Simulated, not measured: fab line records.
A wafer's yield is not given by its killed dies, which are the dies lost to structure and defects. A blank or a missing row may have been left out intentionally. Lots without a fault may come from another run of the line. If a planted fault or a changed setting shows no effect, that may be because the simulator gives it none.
Which tool did it? / flow nand-harc / 39 wafers from 13 lots sampled at 5 of the route's 1302 steps

== WHAT EACH GAUGE READ, for each wafer ==
NHARC_A_ONON_D1_THK_MEAS_21: measures by ellipsometry.
lot=L366; measured=day 8 05:40; on=film-metro-02; thk-nm (nm)=983 981 983
lot=L369; measured=day 9 12:32; on=film-metro-01; thk-nm (nm)=988 990 990
lot=L368; measured=day 9 12:33; on=film-metro-02; thk-nm (nm)=983 984 984
lot=L370; measured=day 9 23:15; on=film-metro-02; thk-nm (nm)=987 990 990
lot=L371; measured=day 10 07:11; on=film-metro-01; thk-nm (nm)=1006 1006 1008
lot=L373; measured=day 11 06:29; on=film-metro-02; thk-nm (nm)=998 997 998
lot=L374; measured=day 11 06:29; on=film-metro-02; thk-nm (nm)=1000 1000 1001
lot=L375; measured=day 11 22:59; on=film-metro-02; thk-nm (nm)=1015 1015 1016
lot=L377; measured=day 12 17:22; on=film-metro-01; thk-nm (nm)=1005 1005 1006
lot=L385; measured=day 16 01:38; on=film-metro-02; thk-nm (nm)=1003 1003 1003
lot=L386; measured=day 16 11:19; on=film-metro-01; thk-nm (nm)=1003 1003 1002
lot=L387; measured=day 17 06:52; on=film-metro-02; thk-nm (nm)=997 998 997
lot=L388; measured=day 17 13:47; on=film-metro-02; thk-nm (nm)=995 997 997

NHARC_A_ONON_D1_THK_MEAS_34: measures by ellipsometry.
lot=L366; measured=day 8 08:01; on=film-metro-01; thk-nm (nm)=201.5 200.2 203.4
lot=L369; measured=day 9 14:43; on=film-metro-02; thk-nm (nm)=201.3 203.3 204.7
lot=L368; measured=day 9 14:44; on=film-metro-01; thk-nm (nm)=198.6 198.1 202.1
lot=L370; measured=day 10 01:25; on=film-metro-02; thk-nm (nm)=203.3 203.3 200.5
lot=L371; measured=day 10 09:21; on=film-metro-01; thk-nm (nm)=196.8 201.3 199.8
lot=L373; measured=day 11 08:39; on=film-metro-02; thk-nm (nm)=198.7 204.5 202.2
lot=L374; measured=day 11 08:40; on=film-metro-02; thk-nm (nm)=200.4 203.0 202.1
lot=L375; measured=day 12 01:10; on=film-metro-02; thk-nm (nm)=200.2 203.8 201.7
lot=L377; measured=day 12 19:41; on=film-metro-02; thk-nm (nm)=199.9 202.0 203.4
lot=L385; measured=day 16 03:49; on=film-metro-01; thk-nm (nm)=201.3 193.4 201.3
lot=L386; measured=day 16 13:29; on=film-metro-02; thk-nm (nm)=192.8 200.7 203.5
lot=L387; measured=day 17 09:02; on=film-metro-02; thk-nm (nm)=194.0 195.9 202.4
lot=L388; measured=day 17 15:58; on=film-metro-02; thk-nm (nm)=195.3 193.0 196.0

NHARC_A_ONON_D1_INSPECT_32.
lot=L366; measured=day 8 08:05; on=defect-inspect-01; raw-defect-count=77 63 86
lot=L369; measured=day 9 14:46; on=defect-inspect-01; raw-defect-count=37 62 54
lot=L368; measured=day 9 14:47; on=defect-inspect-02; raw-defect-count=69 85 66
lot=L370; measured=day 10 01:29; on=defect-inspect-01; raw-defect-count=32 29 64
lot=L371; measured=day 10 09:25; on=defect-inspect-02; raw-defect-count=50 86 61
lot=L373; measured=day 11 08:43; on=defect-inspect-02; raw-defect-count=47 60 58
lot=L374; measured=day 11 08:43; on=defect-inspect-02; raw-defect-count=84 87 122
lot=L375; measured=day 12 01:13; on=defect-inspect-02; raw-defect-count=36 91 71
lot=L377; measured=day 12 19:46; on=defect-inspect-01; raw-defect-count=60 88 78
lot=L385; measured=day 16 03:54; on=defect-inspect-02; raw-defect-count=65 65 67
lot=L386; measured=day 16 13:34; on=defect-inspect-01; raw-defect-count=71 78 64
lot=L387; measured=day 17 09:07; on=defect-inspect-02; raw-defect-count=89 90 68
lot=L388; measured=day 17 16:02; on=defect-inspect-01; raw-defect-count=65 63 67

NHARC_A_CHANNEL_HOLE_D1_OVL_MEAS_11.
lot=L366; measured=day 8 13:05; on=overlay-01; overlay-x-nm (nm)=0.2 0.1 -0.3; overlay-y-nm (nm)=-1.7 -1.4 -1.1
lot=L369; measured=day 9 17:27; on=overlay-02; overlay-x-nm (nm)=-0.6 -0.9 -1.4; overlay-y-nm (nm)=-1.0 -0.6 -0.8
lot=L368; measured=day 9 17:44; on=overlay-02; overlay-x-nm (nm)=-1.1 -1.4 -0.4; overlay-y-nm (nm)=-1.1 -1.6 -1.3
lot=L370; measured=day 10 04:19; on=overlay-01; overlay-x-nm (nm)=-0.3 -0.1 -0.1; overlay-y-nm (nm)=-1.6 -1.8 -2.0
lot=L371; measured=day 10 14:47; on=overlay-02; overlay-x-nm (nm)=0.9 0.7 0.8; overlay-y-nm (nm)=1.2 0.5 1.0
lot=L373; measured=day 11 17:08; on=overlay-01; overlay-x-nm (nm)=0.5 0.3 0.3; overlay-y-nm (nm)=1.2 0.6 0.4
lot=L374; measured=day 11 17:41; on=overlay-02; overlay-x-nm (nm)=0.2 0.1 -0.2; overlay-y-nm (nm)=-1.6 -2.1 -1.7
lot=L375; measured=day 12 11:02; on=overlay-01; overlay-x-nm (nm)=-0.4 0.2 -0.8; overlay-y-nm (nm)=1.1 1.1 1.3
lot=L377; measured=day 12 22:53; on=overlay-02; overlay-x-nm (nm)=-0.3 -0.3 0.0; overlay-y-nm (nm)=2.3 1.8 1.9
lot=L385; measured=day 16 06:46; on=overlay-02; overlay-x-nm (nm)=0.3 0.6 -0.3; overlay-y-nm (nm)=-0.1 0.3 -0.4
lot=L386; measured=day 16 19:01; on=overlay-01; overlay-x-nm (nm)=-1.4 -1.7 -1.3; overlay-y-nm (nm)=-0.3 -0.5 -0.3
lot=L387; measured=day 17 11:53; on=overlay-01; overlay-x-nm (nm)=0.7 -0.1 0.4; overlay-y-nm (nm)=-0.8 -0.8 -0.8
lot=L388; measured=day 17 19:52; on=overlay-02; overlay-x-nm (nm)=-0.5 -0.5 -0.7; overlay-y-nm (nm)=0.4 0.7 0.6

== WHICH TOOL RAN EACH LOT (tool, then ch and the chambers of the sampled wafers, then the start) ==
lot=L366; NHARC_A_ONON_D1_DEP_33=pecvd-04 ch 0,1, day 8 07:36
lot=L369; NHARC_A_ONON_D1_DEP_33=pecvd-04 ch 0,1,2, day 9 14:18
lot=L368; NHARC_A_ONON_D1_DEP_33=pecvd-01 ch 0,2, day 9 14:22
lot=L370; NHARC_A_ONON_D1_DEP_33=pecvd-04 ch 1,2, day 10 01:03
lot=L371; NHARC_A_ONON_D1_DEP_33=pecvd-04 ch 0,2, day 10 08:56
lot=L373; NHARC_A_ONON_D1_DEP_33=pecvd-01 ch 0,2, day 11 08:17
lot=L374; NHARC_A_ONON_D1_DEP_33=pecvd-02 ch 1,2, day 11 08:17
lot=L375; NHARC_A_ONON_D1_DEP_33=pecvd-04 ch 0,1, day 12 00:47
lot=L377; NHARC_A_ONON_D1_DEP_33=pecvd-01 ch 1,2, day 12 19:21
lot=L385; NHARC_A_ONON_D1_DEP_33=pecvd-04 ch 0,1, day 16 03:26
lot=L386; NHARC_A_ONON_D1_DEP_33=pecvd-04 ch 0,1,2, day 16 13:07
lot=L387; NHARC_A_ONON_D1_DEP_33=pecvd-01 ch 0,1,2, day 17 08:43
lot=L388; NHARC_A_ONON_D1_DEP_33=pecvd-01 ch 0,2, day 17 15:33
- NHARC_A_ONON_D1_DEP_33: deposits SiO2, target thk 200 nm.

== AS READ BY THE TOOLS THEMSELVES (means over the sampled wafers that have a number; for cases with no such wafer, the mark the record gives instead) ==
NHARC_A_ONON_D1_DEP_33.
lot=L366; tool=pecvd-04; heater-power-w (W)=440; rf-fwd-power-W (W)=901.8; susceptor-temp-C (C)=400.09; throttle-valve-pct (%)=16.4
lot=L369; tool=pecvd-04; heater-power-w (W)=470; rf-fwd-power-W (W)=896.0; susceptor-temp-C (C)=400.20; throttle-valve-pct (%)=15.9
lot=L368; tool=pecvd-01; heater-power-w (W)=555; rf-fwd-power-W (W)=896.8; susceptor-temp-C (C)=399.92; throttle-valve-pct (%)=16.5
lot=L370; tool=pecvd-04; heater-power-w (W)=467; rf-fwd-power-W (W)=898.0; susceptor-temp-C (C)=399.83; throttle-valve-pct (%)=15.4
lot=L371; tool=pecvd-04; heater-power-w (W)=555; rf-fwd-power-W (W)=896.0; susceptor-temp-C (C)=400.37; throttle-valve-pct (%)=15.8
lot=L373; tool=pecvd-01; heater-power-w (W)=594; rf-fwd-power-W (W)=896.8; susceptor-temp-C (C)=400.04; throttle-valve-pct (%)=16.5
lot=L374; tool=pecvd-02; heater-power-w (W)=662; rf-fwd-power-W (W)=898.1; susceptor-temp-C (C)=399.89; throttle-valve-pct (%)=15.7
lot=L375; tool=pecvd-04; heater-power-w (W)=414; rf-fwd-power-W (W)=896.8; susceptor-temp-C (C)=399.95; throttle-valve-pct (%)=16.2
lot=L377; tool=pecvd-01; heater-power-w (W)=589; rf-fwd-power-W (W)=899.0; susceptor-temp-C (C)=400.18; throttle-valve-pct (%)=16.5
lot=L385; tool=pecvd-04; heater-power-w (W)=472; rf-fwd-power-W (W)=865.2; susceptor-temp-C (C)=399.88; throttle-valve-pct (%)=16.0
lot=L386; tool=pecvd-04; heater-power-w (W)=509; rf-fwd-power-W (W)=862.0; susceptor-temp-C (C)=400.02; throttle-valve-pct (%)=15.8
lot=L387; tool=pecvd-01; heater-power-w (W)=616; rf-fwd-power-W (W)=899.7; susceptor-temp-C (C)=400.00; throttle-valve-pct (%)=16.5
lot=L388; tool=pecvd-01; heater-power-w (W)=535; rf-fwd-power-W (W)=897.1; susceptor-temp-C (C)=399.95; throttle-valve-pct (%)=16.6

== THE ANSWER, worked out from the rows above alone ==
Rule: what is usual is taken from the lots themselves. The widest of any qualifying gaps counts: lots, ordered by their means at a reading, are off when they make up no more than a third of the lots, leave a main group of 4 or more, and stand apart from it by 3 or more times the standard deviation of that group's means. A main group is skipped when, at the precision printed for the reading in the tables above, its means are all equal. A lot without any number at a reading at which 4 lots or more have one is off too. All remaining lots with rows at the step are treated as sound. The gauges are gone through in route order, then the tools' own readings, and for those a lot's mean is taken as printed above. At the first step where some lot is off, the reading lying furthest off is the one used; lots without a number count as furthest.
Off: L385, L386 (NHARC_A_ONON_D1_DEP_33, rf-fwd-power-W). The main group has a mean of 897.8 W with a standard deviation of 1.7.
A tool fits if, at that step or a process step before it, it ran every lot that is off, and no sound lot after the first of them. One fits: pecvd-04 at NHARC_A_ONON_D1_DEP_33. Its last sound lot is L375 (day 12 00:47), its first lot that is off L385 (day 16 03:26): a fault that began between those two fits.
The tool's own readings at NHARC_A_ONON_D1_DEP_33 bear it out: on the lots that are off they differ by more than 5 times the standard deviation of the sound lots' means. rf-fwd-power-W reads 863.6 W there against 897.8 W on the sound lots.

== WHAT WAS PUT IN BY THE SIMULATOR ==
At NHARC_A_ONON_D1_DEP_33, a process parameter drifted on pecvd-04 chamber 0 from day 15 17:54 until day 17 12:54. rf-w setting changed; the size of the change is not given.
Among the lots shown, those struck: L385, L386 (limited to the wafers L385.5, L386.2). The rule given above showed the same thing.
